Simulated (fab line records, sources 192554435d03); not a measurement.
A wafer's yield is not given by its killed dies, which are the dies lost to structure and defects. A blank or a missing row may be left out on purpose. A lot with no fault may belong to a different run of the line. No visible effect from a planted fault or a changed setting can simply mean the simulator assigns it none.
fab line records	flow n5-finfet
record lots=24	wafers=72	last-day=18
route steps=1938 shown PMOS_HMC_CHANNEL_EPI@68 FIN_SAQP@124 FIN_CUT@163 STI_FIN_REVEAL@204 DUMMY_GATE@231
lots that met no fault: taken from a fault-free run of the same line
start-h: start of the lot's first displayed wafer, in hours after the record's first day	wait-h: hours elapsed since this lot's preceding step	" identical to the entry in the row above	L1.1+2: one row covering several wafers at once	- either no value or no given start	* or withheld: withheld	< > ~ a bound
route shown NAME@n: NAME is a module with steps in the file, n the number in the route of the first one	usual: mean and standard deviation over wafers with no fault	same: alike in all rows	chamber/n: place in a boat	sites: the reading at each site	_std_site: their standard deviation	_edge_site: outer sites' mean less inner sites'	radius-mm: how far each site lies from the wafer's centre	mask NAME#n: copy n	behind: the tool/chamber that last shaped the wafer	hold: cause of the lot's hold/its duration in hours/its outcome	device: the n, p or np transistor that did not switch	end of line: tests of these same wafers at the route's end	a step with no rows: only its recipe	killed: dies that structure and defects cost at the first sort, which is not the same as the wafer's yield	map: the dies of a wafer, with x for killed, . for not killed, _ for no die there
set.NAME: the run value of the setting; set.NAME@STEP: its run value at that earlier step	model.NAME: the simulator's own value behind a step, which no gauge read
a sample of lots followed through the steps of the route, with each step as a table and each wafer as a row
services: the hour from which a tool's chamber was out of use, counted from the record's first day as start-h (under 0 if before that day), plus the number of hours and why
## steps
# step N5_PMOS_HMC_CHANNEL_EPI_DESCUM_14
# recipe chemistry=O2	time-s=7.9	source-power-w=50	bias-power-w=20	pressure-mtorr=20	rf-frequency-hz=2.712e+07	temp-c=40	resist=CAR-ArF-block	o2-flow-sccm=225
# usual chamber-pressure-mTorr=20.000/0.017	drypump-motor-current-A=5.6/0.42	oes-product-au=0.80/0.095	rf-vpp-V=242.8/1.1	showerhead-plenum-p-Torr=2.07/0.043	throttle-valve-pct=20.46/0.23
lot.wafer	tool	chamber	start-h	wait-h	chamber-pressure-mTorr	drypump-motor-current-A	oes-product-au	rf-hours-counter-h	rf-vpp-V	showerhead-plenum-p-Torr	throttle-valve-pct
L074.3	rie-diel-04	0	17.28	0.1	20.002	5.9	0.76	135	242.0	2.11	20.69
L074.4	"	0	"	"	20.023	5.9	0.75	-	243.5	2.11	20.69
L074.6	"	1	"	"	19.975	5.3	0.76	-	244.8	2.09	20.29
L075.1	rie-diel-06	1	23.07	0.0	19.981	5.7	0.79	129	243.8	2.09	20.52
L075.3	"	3	"	"	19.982	6.2	0.67	249	243.9	2.14	20.45
L075.5	"	2	"	"	19.987	6.1	0.72	-	243.0	2.07	20.41
L076.1	rie-diel-03	0	29.34	0.0	19.990	5.1	0.75	150	242.8	2.08	20.36
L076.4	"	1	"	"	19.976	5.4	0.70	231	242.9	1.99	20.79
L076.6	"	1	"	"	19.985	5.4	0.71	-	241.0	1.99	20.80
L077.3	rie-diel-03	2	35.47	0.0	19.986	5.3	0.69	211	242.9	2.08	20.46
L077.4	"	3	"	"	20.007	6.4	1.00	2	242.7	2.16	20.57
L077.6	"	1	"	"	19.990	5.4	0.71	-	240.5	1.99	20.81
L078.2	rie-diel-06	2	41.61	0.0	20.010	6.1	0.72	180	242.3	2.07	20.42
L078.3	"	1	"	"	20.023	5.7	0.80	132	243.1	2.09	20.53
L078.6	"	0	"	"	20.000	5.2	0.89	-	242.8	2.03	20.10
L079.1	rie-diel-06	1	47.31	0.0	19.999	5.7	0.79	134	241.7	2.09	20.55
L079.4	"	0	"	"	20.034	5.2	0.88	32	241.9	2.03	20.11
L079.6	"	0	"	"	19.970	5.2	0.89	-	242.9	2.03	20.11
L080.4	rie-diel-03	0	53.58	0.1	20.002	5.1	0.75	157	242.3	2.08	20.37
L080.5	"	3	"	"	20.027	6.3	0.99	-	243.2	2.16	20.60
L080.6	"	2	"	"	19.995	5.3	0.69	-	242.0	2.08	20.49
L081.3	rie-diel-06	2	59.95	0.1	19.982	6.0	0.72	185	244.3	2.07	20.42
L081.5	"	3	"	"	20.007	6.2	0.98	-	242.6	2.13	20.20
L081.6	"	0	"	"	20.013	5.2	0.88	-	242.5	2.03	20.11
L082.2	rie-diel-06	3	65.34	0.1	19.987	6.2	0.96	6	245.1	2.13	20.20
L082.4	"	1	"	"	20.000	5.7	0.78	139	242.6	2.09	20.55
L082.5	"	0	"	"	20.026	5.2	0.87	-	242.7	2.03	20.11
L083.1	rie-diel-06	0	72.24	0.5	20.018	5.2	0.86	39	242.3	2.03	20.12
L083.4	"	3	"	"	19.994	6.2	0.95	8	244.5	2.13	20.21
L083.6	"	3	"	"	19.993	6.2	0.96	-	244.4	2.13	20.21
L084.1	rie-diel-04	3	79.88	0.1	20.011	5.1	0.92	13	242.2	2.07	20.51
L084.4	"	0	"	"	19.982	5.9	0.74	154	243.0	2.11	20.71
L084.6	"	2	"	"	19.984	5.7	0.73	-	240.8	2.01	20.92
L085.1	rie-diel-03	0	84.17	0.1	20.035	5.1	0.74	166	243.0	2.08	20.39
L085.2	"	3	"	"	20.016	6.3	0.94	18	245.8	2.15	20.60
L085.3	"	2	"	"	20.001	5.3	0.68	226	244.0	2.07	20.50
L086.2	rie-diel-04	3	89.71	0.1	19.998	5.1	0.92	16	242.6	2.07	20.50
L086.3	"	1	"	"	19.996	5.2	0.74	175	242.7	2.08	20.32
L086.4	"	2	"	"	20.014	5.7	0.71	203	240.9	2.01	20.93
L087.1	rie-diel-03	2	95.43	0.0	19.963	5.3	0.68	228	242.2	2.07	20.49
L087.3	"	3	"	"	19.985	6.4	0.95	20	244.7	2.15	20.63
L087.5	"	3	"	"	20.004	6.3	0.95	-	244.7	2.15	20.63
L088.1	rie-diel-04	0	101.17	0.0	19.980	5.9	0.74	160	242.0	2.10	20.73
L088.4	"	3	"	"	20.011	5.1	0.91	19	241.1	2.07	20.50
L088.5	"	2	"	"	19.983	5.7	0.71	-	241.2	2.00	20.93
L089.1	rie-diel-06	1	107.49	0.0	20.011	5.7	0.77	150	242.5	2.09	20.57
L089.5	"	1	"	"	19.983	5.7	0.78	-	243.3	2.09	20.56
L089.6	"	0	"	"	19.990	5.2	0.85	-	241.4	2.03	20.14
L090.1	rie-diel-03	2	112.96	0.0	20.003	5.3	0.68	235	242.6	2.07	20.50
L090.3	"	0	"	"	19.998	5.1	0.74	176	241.7	2.07	20.41
L090.6	"	0	"	"	19.997	5.1	0.74	-	241.8	2.07	20.40
L091.1	rie-diel-06	3	119.58	0.0	19.995	6.2	0.93	21	242.8	2.13	20.21
L091.2	"	2	"	"	19.999	6.0	0.71	200	244.5	2.06	20.45
L091.4	"	1	"	"	20.011	5.7	0.77	153	243.6	2.09	20.56
L092.1	rie-diel-06	0	125.44	0.0	20.004	5.2	0.85	53	242.1	2.03	20.14
L092.2	"	1	"	"	19.973	5.7	0.77	155	244.1	2.09	20.58
L092.3	"	2	"	"	20.005	6.0	0.71	202	242.5	2.07	20.47
L093.1	rie-diel-06	1	132.31	0.5	19.975	5.7	0.77	157	242.3	2.08	20.57
L093.3	"	3	"	"	19.980	6.2	0.91	23	246.1	2.13	20.23
L093.4	"	0	"	"	20.025	5.2	0.85	55	243.3	2.03	20.15
L094.3	rie-diel-06	1	138.15	0.0	19.962	5.7	0.77	160	242.1	2.08	20.59
L094.4	"	2	"	"	20.019	6.1	0.70	-	241.8	2.06	20.46
L094.6	"	0	"	"	20.006	5.2	0.84	-	241.8	2.02	20.15
L095.2	rie-diel-04	3	143.83	0.1	20.000	5.1	0.89	31	242.3	2.07	20.50
L095.5	"	3	"	"	20.029	5.2	0.89	-	241.9	2.07	20.53
L095.6	"	2	"	"	19.979	5.7	0.71	-	241.5	2.00	20.94
L096.3	rie-diel-04	3	150.29	0.0	20.016	5.1	0.89	33	241.9	2.06	20.50
L096.5	"	0	"	"	20.013	5.9	0.72	-	242.5	2.10	20.76
L096.6	"	3	"	"	19.986	5.1	0.89	-	243.8	2.06	20.53
L097.2	rie-diel-06	3	155.78	0.0	19.972	6.2	0.91	27	244.4	2.13	20.24
L097.3	"	1	"	"	20.004	5.7	0.77	165	244.2	2.08	20.59
L097.5	"	3	"	"	20.000	6.2	0.91	-	243.4	2.13	20.25
# step N5_FIN_SAQP_RECESS_75
# recipe chemistry=HF/NH3	target=SiO2	target-depth-a=144	afs-cycles=3	temp-c=30	sublimation-temp-c=180	sublimation-time-s=60
# usual drypump-motor-current-A=5.4/0.56
lot.wafer	tool	chamber	start-h	wait-h	drypump-motor-current-A
L074.3	vapor-etch-01	0	22.60	0.1	4.7
L074.4	"	1	"	"	6.0
L074.6	"	0	"	"	4.7
L075.1	vapor-etch-02	1	29.24	0.0	5.3
L075.3	"	1	"	"	5.3
L075.5	"	1	"	"	5.3
L076.1	vapor-etch-02	0	34.61	0.0	5.8
L076.4	"	0	"	"	5.8
L076.6	"	0	"	"	5.8
L077.3	vapor-etch-01	1	41.11	0.1	5.9
L077.4	"	0	"	"	4.7
L077.6	"	0	"	"	4.7
L078.2	vapor-etch-02	0	47.83	0.0	5.8
L078.3	"	0	"	"	5.8
L078.6	"	1	"	"	5.3
L079.1	vapor-etch-01	1	52.67	0.0	5.9
L079.4	"	0	"	"	4.7
L079.6	"	1	"	"	5.9
L080.4	vapor-etch-01	1	58.57	0.1	6.0
L080.5	"	1	"	"	5.9
L080.6	"	0	"	"	4.7
L081.3	vapor-etch-02	0	65.84	0.1	5.8
L081.5	"	0	"	"	5.8
L081.6	"	1	"	"	5.3
L082.2	vapor-etch-01	1	70.55	0.0	6.0
L082.4	"	1	"	"	6.0
L082.5	"	0	"	"	4.7
L083.1	vapor-etch-01	0	77.52	0.3	4.7
L083.4	"	1	"	"	5.9
L083.6	"	1	"	"	6.0
L084.1	vapor-etch-01	1	85.17	0.1	6.0
L084.4	"	0	"	"	4.7
L084.6	"	0	"	"	4.7
L085.1	vapor-etch-01	1	89.03	0.0	6.0
L085.2	"	0	"	"	4.7
L085.3	"	0	"	"	4.7
L086.2	vapor-etch-01	0	94.64	0.0	4.7
L086.3	"	1	"	"	6.0
L086.4	"	0	"	"	4.7
L087.1	vapor-etch-01	1	102.24	0.0	6.0
L087.3	"	1	"	"	6.0
L087.5	"	1	"	"	5.9
L088.1	vapor-etch-02	1	106.30	0.0	5.3
L088.4	"	1	"	"	5.3
L088.5	"	1	"	"	5.3
L089.1	vapor-etch-01	1	113.34	0.0	5.9
L089.5	"	1	"	"	5.9
L089.6	"	0	"	"	4.7
L090.1	vapor-etch-01	0	120.58	0.0	4.7
L090.3	"	0	"	"	4.7
L090.6	"	0	"	"	4.7
L091.1	vapor-etch-01	1	125.38	0.3	6.0
L091.2	"	0	"	"	4.7
L091.4	"	0	"	"	4.7
L092.1	vapor-etch-01	1	131.95	0.0	5.9
L092.2	"	0	"	"	4.7
L092.3	"	0	"	"	4.7
L093.1	vapor-etch-01	0	138.18	0.0	4.7
L093.3	"	0	"	"	4.7
L093.4	"	1	"	"	6.0
L094.3	vapor-etch-02	0	143.87	0.1	5.8
L094.4	"	1	"	"	5.3
L094.6	"	1	"	"	5.3
L095.2	vapor-etch-02	1	148.87	0.0	5.3
L095.5	"	1	"	"	5.3
L095.6	"	0	"	"	5.8
L096.3	vapor-etch-01	0	155.20	0.1	4.7
L096.5	"	1	"	"	5.9
L096.6	"	0	"	"	4.7
L097.2	vapor-etch-01	1	160.95	0.0	6.0
L097.3	"	0	"	"	4.7
L097.5	"	1	"	"	6.0
# step N5_FIN_SAQP_STRIP_77
# recipe chemistry=N2/H2	time-s=90	power-w=100	temp-c=40	pressure-mtorr=100	rf-frequency-hz=6e+07	bias-power-w=3	n2-flow-sccm=300	h2-flow-sccm=300
# usual chamber-pressure-mTorr=100.01/0.1	drypump-motor-current-A=5.9/0.46	oes-product-au=0.75/0.055	rf-vpp-V=45.3/0.91	showerhead-plenum-p-Torr=3.39/0.1	throttle-valve-pct=12.38/0.19
lot.wafer	tool	chamber	start-h	wait-h	chamber-pressure-mTorr	drypump-motor-current-A	oes-product-au	rf-hours-counter-h	rf-vpp-V	showerhead-plenum-p-Torr	throttle-valve-pct
L074.3	rie-diel-02	0	25.55	0.0	100.00	5.3	0.79	140	44.9	3.40	12.56
L074.4	"	1	"	"	99.98	5.8	0.79	87	46.5	3.32	12.28
L074.6	"	0	"	"	100.05	5.3	0.79	-	46.6	3.40	12.57
L075.1	rie-diel-02	1	32.30	0.0	100.00	5.9	0.78	90	45.3	3.31	12.27
L075.3	"	3	"	"	99.93	5.9	0.67	241	45.3	3.35	12.78
L075.5	"	3	"	"	100.02	5.9	0.66	-	44.0	3.35	12.77
L076.1	rie-diel-01	0	37.97	0.0	100.02	6.3	0.71	188	45.3	3.23	12.56
L076.4	"	1	"	"	100.06	6.5	0.71	206	45.2	3.52	12.21
L076.6	"	1	"	"	100.26	6.6	0.71	-	45.9	3.52	12.22
L077.3	rie-diel-05	1	44.58	0.0	100.01	4.8	0.73	160	46.0	3.50	12.55
L077.4	"	0	"	"	100.09	6.4	0.79	117	44.9	3.28	12.23
L077.6	"	1	"	"	99.82	4.7	0.73	-	47.3	3.50	12.56
L078.2	rie-diel-01	2	50.83	0.0	100.02	5.7	0.81	128	46.2	3.53	12.43
L078.3	"	3	"	"	100.07	5.7	0.79	129	44.8	3.39	12.17
L078.6	"	3	"	"	99.94	5.8	0.79	-	45.2	3.39	12.19
L079.1	rie-diel-01	0	55.66	0.0	99.95	6.3	0.70	194	44.1	3.23	12.56
L079.4	"	2	"	"	100.00	5.7	0.81	129	45.8	3.53	12.44
L079.6	"	2	"	"	100.19	5.7	0.80	-	44.7	3.53	12.44
L080.4	rie-diel-01	0	61.59	0.0	100.09	6.3	0.70	196	44.7	3.23	12.57
L080.5	"	0	"	"	99.97	6.3	0.70	-	45.4	3.23	12.57
L080.6	"	1	"	"	100.06	6.5	0.71	-	44.1	3.51	12.23
L081.3	rie-diel-02	2	68.82	0.0	100.09	5.8	0.85	59	46.3	3.44	12.16
L081.5	"	1	"	"	99.99	5.9	0.79	-	46.8	3.31	12.28
L081.6	"	0	"	"	99.99	5.3	0.78	-	45.2	3.39	12.57
L082.2	rie-diel-01	2	73.69	0.0	100.06	5.7	0.79	136	45.6	3.53	12.47
L082.4	"	0	"	"	100.03	6.3	0.70	-	45.1	3.23	12.57
L082.5	"	2	"	"	99.96	5.7	0.79	-	43.8	3.52	12.48
L083.1	rie-diel-05	2	80.85	0.0	99.97	5.9	0.74	170	46.3	3.33	12.07
L083.4	"	3	"	"	100.09	5.7	0.72	198	44.9	3.49	12.22
L083.6	"	3	"	"	100.01	5.7	0.70	-	45.7	3.49	12.22
L084.1	rie-diel-02	2	88.49	0.0	100.01	5.7	0.83	68	45.5	3.44	12.20
L084.4	"	0	"	"	100.04	5.3	0.76	-	44.6	3.39	12.62
L084.6	"	1	"	"	100.07	5.9	0.78	-	43.9	3.30	12.31
L085.1	rie-diel-01	0	93.22	0.0	99.75	6.3	0.70	207	45.2	3.22	12.61
L085.2	"	3	"	"	100.69	5.8	0.78	141	46.6	3.38	12.20
L085.3	"	2	"	"	100.13	5.7	0.79	144	45.7	3.52	12.48
L086.2	rie-diel-02	0	100.56	0.0	100.03	5.3	0.77	165	45.7	3.39	12.60
L086.3	"	3	"	"	99.91	5.9	0.99	2	46.1	3.34	12.16
L086.4	"	1	"	"	100.04	5.9	0.77	112	43.1	3.30	12.34
L087.1	rie-diel-01	1	105.91	0.0	100.09	6.6	0.70	230	45.8	3.50	12.26
L087.3	"	3	"	"	99.99	5.7	0.77	145	45.1	3.38	12.20
L087.5	"	0	"	"	100.01	6.3	0.69	-	45.3	3.22	12.60
L088.1	rie-diel-05	1	109.45	0.0	100.08	4.8	0.71	183	45.7	3.49	12.63
L088.4	"	3	"	"	99.90	5.7	0.70	208	45.4	3.48	12.24
L088.5	"	1	"	"	99.95	4.8	0.70	-	46.0	3.49	12.63
L089.1	rie-diel-05	2	119.04	0.0	99.99	5.9	0.72	183	45.8	3.33	12.12
L089.5	"	1	"	"	99.95	4.8	0.70	-	45.8	3.48	12.62
L089.6	"	2	"	"	100.00	5.9	0.72	-	46.0	3.33	12.12
L090.1	rie-diel-05	0	124.11	0.0	100.07	6.4	0.77	143	43.8	3.27	12.29
L090.3	"	2	"	"	99.99	5.9	0.72	185	43.6	3.33	12.13
L090.6	"	0	"	"	99.96	6.4	0.77	-	44.8	3.27	12.29
L091.1	rie-diel-01	1	128.91	0.0	99.99	6.5	0.70	239	44.9	3.50	12.29
L091.2	"	3	"	"	100.02	5.8	0.77	153	45.0	3.38	12.23
L091.4	"	0	"	"	100.17	6.3	0.69	221	44.8	3.21	12.62
L092.1	rie-diel-01	3	135.05	0.0	100.03	5.8	0.77	155	44.6	3.37	12.25
L092.2	"	0	"	"	99.89	6.3	0.69	223	44.3	3.21	12.64
L092.3	"	2	"	"	100.07	5.7	0.77	158	46.1	3.51	12.52
L093.1	rie-diel-01	0	141.26	0.0	99.93	6.3	0.68	226	43.9	3.21	12.63
L093.3	"	2	"	"	100.24	5.7	0.76	161	45.7	3.51	12.52
L093.4	"	3	"	"	100.22	5.7	0.77	-	45.3	3.37	12.22
L094.3	rie-diel-01	0	146.90	0.0	99.95	6.3	0.68	228	45.5	3.21	12.65
L094.4	"	0	"	"	99.83	6.3	0.67	-	44.0	3.21	12.66
L094.6	"	3	"	"	100.00	5.7	0.76	-	44.5	3.37	12.26
L095.2	rie-diel-01	0	151.86	0.0	99.94	6.3	0.68	230	43.4	3.21	12.64
L095.5	"	0	"	"	100.00	6.3	0.67	-	44.7	3.21	12.66
L095.6	"	1	"	"	100.08	6.6	0.69	-	45.6	3.50	12.30
L096.3	rie-diel-05	2	158.33	0.0	99.97	5.9	0.71	197	43.9	3.32	12.17
L096.5	"	1	"	"	99.97	4.8	0.69	-	44.7	3.48	12.65
L096.6	"	2	"	"	100.13	5.9	0.71	-	46.0	3.32	12.19
L097.2	rie-diel-02	3	165.19	0.0	100.03	5.9	0.90	24	45.7	3.33	12.20
L097.3	"	2	"	"	100.06	5.8	0.81	93	46.8	3.43	12.25
L097.5	"	2	"	"	100.10	5.8	0.80	-	45.8	3.43	12.25
# step N5_FIN_CUT_CD_MEAS_08
# recipe target-cd-nm=29.1	landing-energy-ev=500	detector=se-inlens	polarity=opening
# usual cd-nm=28.98/0.26
lot.wafer	tool	chamber	start-h	wait-h	cd-nm
L074.3	cd-sem-03	0	26.29	-	28.96
L074.4	"	0	"	"	28.95
L074.6	"	0	"	"	28.65
L075.1	cd-sem-01	0	33.17	-	29.14
L075.3	"	0	"	"	28.99
L075.5	"	0	"	"	28.54
L076.1	cd-sem-01	0	38.84	-	29.30
L076.4	"	0	"	"	29.06
L076.6	"	0	"	"	29.17
L077.3	cd-sem-02	0	45.34	-	29.03
L077.4	"	0	"	"	29.10
L077.6	"	0	"	"	28.94
L078.2	cd-sem-01	0	51.58	-	29.03
L078.3	"	0	"	"	29.16
L078.6	"	0	"	"	29.17
L079.1	cd-sem-03	0	56.41	-	28.97
L079.4	"	0	"	"	29.21
L079.6	"	0	"	"	28.96
L080.4	cd-sem-02	0	62.34	-	29.04
L080.5	"	0	"	"	28.46
L080.6	"	0	"	"	28.70
L081.3	cd-sem-03	0	69.70	-	29.17
L081.5	"	0	"	"	28.90
L081.6	"	0	"	"	29.06
L082.2	cd-sem-03	0	74.50	-	29.05
L082.4	"	0	"	"	29.08
L082.5	"	0	"	"	28.96
L083.1	cd-sem-02	0	81.72	-	28.88
L083.4	"	0	"	"	29.00
L083.6	"	0	"	"	29.08
L084.1	cd-sem-03	0	89.36	-	28.86
L084.4	"	0	"	"	29.06
L084.6	"	0	"	"	28.90
L085.1	cd-sem-02	0	94.03	-	29.22
L085.2	"	0	"	"	29.07
L085.3	"	0	"	"	28.77
L086.2	cd-sem-02	0	101.31	-	28.45
L086.3	"	0	"	"	28.92
L086.4	"	0	"	"	28.82
L087.1	cd-sem-02	0	106.66	-	29.39
L087.3	"	0	"	"	29.27
L087.5	"	0	"	"	29.24
L088.1	cd-sem-03	0	114.75	-	28.93
L088.4	"	0	"	"	29.24
L088.5	"	0	"	"	28.68
L089.1	cd-sem-01	0	119.92	-	29.07
L089.5	"	0	"	"	29.25
L089.6	"	0	"	"	28.97
L090.1	cd-sem-03	0	124.99	-	29.08
L090.3	"	0	"	"	28.76
L090.6	"	0	"	"	29.08
L091.1	cd-sem-03	0	129.66	-	29.01
L091.2	"	0	"	"	28.88
L091.4	"	0	"	"	29.11
L092.1	cd-sem-01	0	135.80	-	28.73
L092.2	"	0	"	"	28.82
L092.3	"	0	"	"	28.53
L093.1	cd-sem-03	0	142.00	-	28.88
L093.3	"	0	"	"	28.94
L093.4	"	0	"	"	28.80
L094.3	cd-sem-03	0	147.78	-	28.82
L094.4	"	0	"	"	29.12
L094.6	"	0	"	"	29.28
L095.2	cd-sem-03	0	152.74	-	29.10
L095.5	"	0	"	"	29.22
L095.6	"	0	"	"	29.82
L096.3	cd-sem-01	0	159.21	-	28.93
L096.5	"	0	"	"	28.86
L096.6	"	0	"	"	28.96
L097.2	cd-sem-01	0	165.94	-	28.98
L097.3	"	0	"	"	29.48
L097.5	"	0	"	"	29.03
# step N5_STI_FIN_REVEAL_OXIDATION_33
# recipe chemistry=O2_PLASMA_REMOTE	temp-c=150	time-s=20	pressure-mtorr=1000	source-power-w=2000	o2-flow-sccm=3000
# usual chamber-pressure-mTorr=1000.0/0.91	drypump-motor-current-A=6.35/0.24	heater-power-w=134/7.6
lot.wafer	tool	chamber	start-h	wait-h	chamber-pressure-mTorr	drypump-motor-current-A	heater-power-w	rf-hours-counter-h
L074.3	plasma-asher-02	0	35.79	0.0	999.5	5.97	145	-
L074.4	"	1	"	"	999.8	5.92	129	-
L074.6	"	0	"	"	1000.8	6.03	144	-
L075.1	plasma-asher-01	1	43.46	0.0	1000.5	6.50	138	32
L075.3	"	0	"	"	1000.9	6.47	128	-
L075.5	"	0	"	"	998.7	6.49	128	-
L076.1	plasma-asher-01	0	50.29	0.0	998.7	6.50	124	35
L076.4	"	1	"	"	1001.7	6.50	141	-
L076.6	"	0	"	"	999.8	6.51	129	-
L077.3	plasma-asher-01	1	54.93	0.0	999.9	6.52	139	-
L077.4	"	0	"	"	998.8	6.49	129	-
L077.6	"	1	"	"	1000.3	6.52	139	-
L078.2	plasma-asher-01	1	61.40	0.0	1000.4	6.52	137	37
L078.3	"	1	"	"	1000.0	6.50	140	-
L078.6	"	1	"	"	999.2	6.51	140	-
L079.1	plasma-asher-01	0	66.06	0.0	999.5	6.52	124	37
L079.4	"	0	"	"	1000.8	6.51	127	-
L079.6	"	1	"	"	999.9	6.52	139	-
L080.4	plasma-asher-01	0	72.84	0.1	1000.8	6.50	127	-
L080.5	"	1	"	"	1001.1	6.50	139	-
L080.6	"	0	"	"	1000.4	6.49	127	-
L081.3	plasma-asher-02	1	79.27	0.0	1000.8	5.96	124	-
L081.5	"	1	"	"	999.4	5.94	128	-
L081.6	"	0	"	"	1000.2	5.99	143	-
L082.2	plasma-asher-02	0	84.18	0.1	999.7	6.02	145	89
L082.4	"	0	"	"	1000.7	6.00	147	-
L082.5	"	1	"	"	999.3	5.94	127	-
L083.1	plasma-asher-02	1	91.78	0.0	1001.5	5.93	127	90
L083.4	"	0	"	"	1000.5	6.02	143	-
L083.6	"	1	"	"	1000.8	5.95	124	-
L084.1	plasma-asher-01	0	98.95	0.0	1000.0	6.50	126	44
L084.4	"	0	"	"	999.1	6.48	128	-
L084.6	"	1	"	"	1000.0	6.50	135	-
L085.1	plasma-asher-01	0	105.13	0.0	1000.5	6.50	127	45
L085.2	"	1	"	"	999.1	6.51	142	45
L085.3	"	1	"	"	1001.2	6.51	141	-
L086.2	plasma-asher-01	1	111.04	0.0	1000.1	6.51	141	46
L086.3	"	0	"	"	1000.2	6.51	128	-
L086.4	"	1	"	"	999.3	6.49	141	-
L087.1	plasma-asher-02	1	116.31	0.0	998.6	5.96	127	95
L087.3	"	0	"	"	1001.2	5.97	145	-
L087.5	"	1	"	"	1001.3	5.93	123	-
L088.1	plasma-asher-02	0	126.65	0.0	999.0	6.01	147	97
L088.4	"	1	"	"	1000.3	5.93	124	-
L088.5	"	0	"	"	999.5	6.03	144	-
L089.1	plasma-asher-01	0	129.52	0.0	1000.7	6.48	127	50
L089.5	"	1	"	"	1000.4	6.51	139	-
L089.6	"	0	"	"	1000.2	6.45	128	-
L090.1	plasma-asher-02	0	136.08	0.0	1000.6	6.03	149	98
L090.3	"	1	"	"	1000.0	5.92	124	-
L090.6	"	0	"	"	1000.2	6.00	141	-
L091.1	plasma-asher-01	1	140.24	0.0	1000.8	6.50	142	52
L091.2	"	0	"	"	1000.2	6.49	128	52
L091.4	"	1	"	"	998.9	6.50	141	-
L092.1	plasma-asher-01	1	146.33	0.0	1001.1	6.49	140	53
L092.2	"	0	"	"	1000.4	6.48	123	53
L092.3	"	0	"	"	998.1	6.49	128	-
L093.1	plasma-asher-01	1	152.44	0.0	999.5	6.51	142	55
L093.3	"	0	"	"	1001.9	6.49	128	-
L093.4	"	1	"	"	998.7	6.52	141	-
L094.3	plasma-asher-01	1	157.74	0.0	1000.8	6.50	137	-
L094.4	"	0	"	"	1000.5	6.50	123	-
L094.6	"	1	"	"	1000.3	6.52	140	-
L095.2	plasma-asher-01	0	162.29	0.0	1000.4	6.46	126	56
L095.5	"	0	"	"	1001.2	6.51	130	-
L095.6	"	1	"	"	998.7	6.51	138	-
L096.3	plasma-asher-01	0	168.68	0.0	999.5	6.50	127	-
L096.5	"	1	"	"	1000.5	6.50	141	-
L096.6	"	0	"	"	1000.8	6.51	128	-
L097.2	plasma-asher-01	1	175.75	0.0	999.6	6.49	141	59
L097.3	"	1	"	"	997.3	6.50	138	-
L097.5	"	1	"	"	999.7	6.51	140	-
# step N5_DUMMY_GATE_CD_MEAS_15
# recipe target-cd-nm=25.8	landing-energy-ev=500	detector=se-inlens
# usual cd-nm=24.99/0.26
lot.wafer	tool	chamber	start-h	wait-h	cd-nm
L074.3	cd-sem-02	0	44.89	-	24.72
L074.4	"	0	"	"	25.23
L074.6	"	0	"	"	24.24
L075.1	cd-sem-01	0	54.61	-	24.97
L075.3	"	0	"	"	25.07
L075.5	"	0	"	"	24.99
L076.1	cd-sem-01	0	61.15	-	24.79
L076.4	"	0	"	"	24.85
L076.6	"	0	"	"	24.96
L077.3	cd-sem-03	0	63.81	-	25.06
L077.4	"	0	"	"	24.99
L077.6	"	0	"	"	25.28
L078.2	cd-sem-03	0	73.94	-	24.88
L078.3	"	0	"	"	24.94
L078.6	"	0	"	"	24.75
L079.1	cd-sem-01	0	75.40	-	24.46
L079.4	"	0	"	"	24.73
L079.6	"	0	"	"	24.60
L080.4	cd-sem-03	0	83.83	-	24.99
L080.5	"	0	"	"	25.01
L080.6	"	0	"	"	25.27
L081.3	cd-sem-03	0	92.21	-	24.87
L081.5	"	0	"	"	24.88
L081.6	"	0	"	"	25.00
L082.2	cd-sem-02	0	92.99	-	25.06
L082.4	"	0	"	"	25.26
L082.5	"	0	"	"	24.86
L083.1	cd-sem-03	0	103.02	-	25.21
L083.4	"	0	"	"	25.01
L083.6	"	0	"	"	24.98
L084.1	cd-sem-01	0	112.08	-	25.18
L084.4	"	0	"	"	25.40
L084.6	"	0	"	"	24.84
L085.1	cd-sem-03	0	113.96	-	25.01
L085.2	"	0	"	"	24.71
L085.3	"	0	"	"	24.96
L086.2	cd-sem-03	0	121.93	-	24.93
L086.3	"	0	"	"	25.16
L086.4	"	0	"	"	24.48
L087.1	cd-sem-02	0	126.72	-	25.15
L087.3	"	0	"	"	25.52
L087.5	"	0	"	"	25.07
L088.1	cd-sem-03	0	135.49	-	25.13
L088.4	"	0	"	"	25.13
L088.5	"	0	"	"	24.95
L089.1	cd-sem-03	0	138.77	-	24.95
L089.5	"	0	"	"	24.94
L089.6	"	0	"	"	25.63
L090.1	cd-sem-01	0	145.11	-	25.13
L090.3	"	0	"	"	25.09
L090.6	"	0	"	"	25.00
L091.1	cd-sem-01	0	149.05	-	24.98
L091.2	"	0	"	"	24.98
L091.4	"	0	"	"	25.05
L092.1	cd-sem-01	0	155.20	-	24.74
L092.2	"	0	"	"	24.86
L092.3	"	0	"	"	24.68
L093.1	cd-sem-03	0	161.38	-	25.56
L093.3	"	0	"	"	24.97
L093.4	"	0	"	"	25.08
L094.3	cd-sem-01	0	166.53	-	25.27
L094.4	"	0	"	"	25.17
L094.6	"	0	"	"	25.15
L095.2	cd-sem-02	0	172.20	-	25.28
L095.5	"	0	"	"	24.53
L095.6	"	0	"	"	24.52
L096.3	cd-sem-01	0	177.63	-	25.15
L096.5	"	0	"	"	24.99
L096.6	"	0	"	"	25.06
L097.2	cd-sem-01	0	184.58	-	24.70
L097.3	"	0	"	"	25.22
L097.5	"	0	"	"	25.19
## services
tool	chamber	start-h	hours	kind
vapor-etch-02	-	-5.94	2.3	repair
rie-diel-04	-	7.01	0.3	repair
rie-diel-05	2	11.21	2.5	repair
rie-diel-03	3	11.39	-	clean
rie-diel-03	3	11.39	-	consumable-replace:focus-ring
rie-diel-03	3	11.39	13.9	scheduled-down
rie-diel-03	3	11.39	13.9	vent-cycle
rie-diel-04	3	15.15	-	clean
rie-diel-04	3	15.15	-	consumable-replace:focus-ring
rie-diel-04	3	15.15	18.2	scheduled-down
rie-diel-04	3	15.15	18.2	vent-cycle
rie-diel-06	3	26.09	-	clean
rie-diel-06	3	26.09	-	consumable-replace:focus-ring
rie-diel-06	3	26.09	14.9	scheduled-down
rie-diel-06	3	26.09	14.9	vent-cycle
plasma-asher-02	-	36.20	14.6	pm
rie-diel-02	-	65.60	2.8	pm
rie-diel-01	3	70.89	5.6	repair
rie-diel-06	-	86.87	0.4	repair
rie-diel-05	3	132.65	7.5	repair
rie-diel-06	3	133.56	10.2	repair
rie-diel-01	1	135.00	12.9	repair
rie-diel-03	1	146.18	2.5	repair
rie-diel-03	-	159.37	0.7	repair
## key
fault none
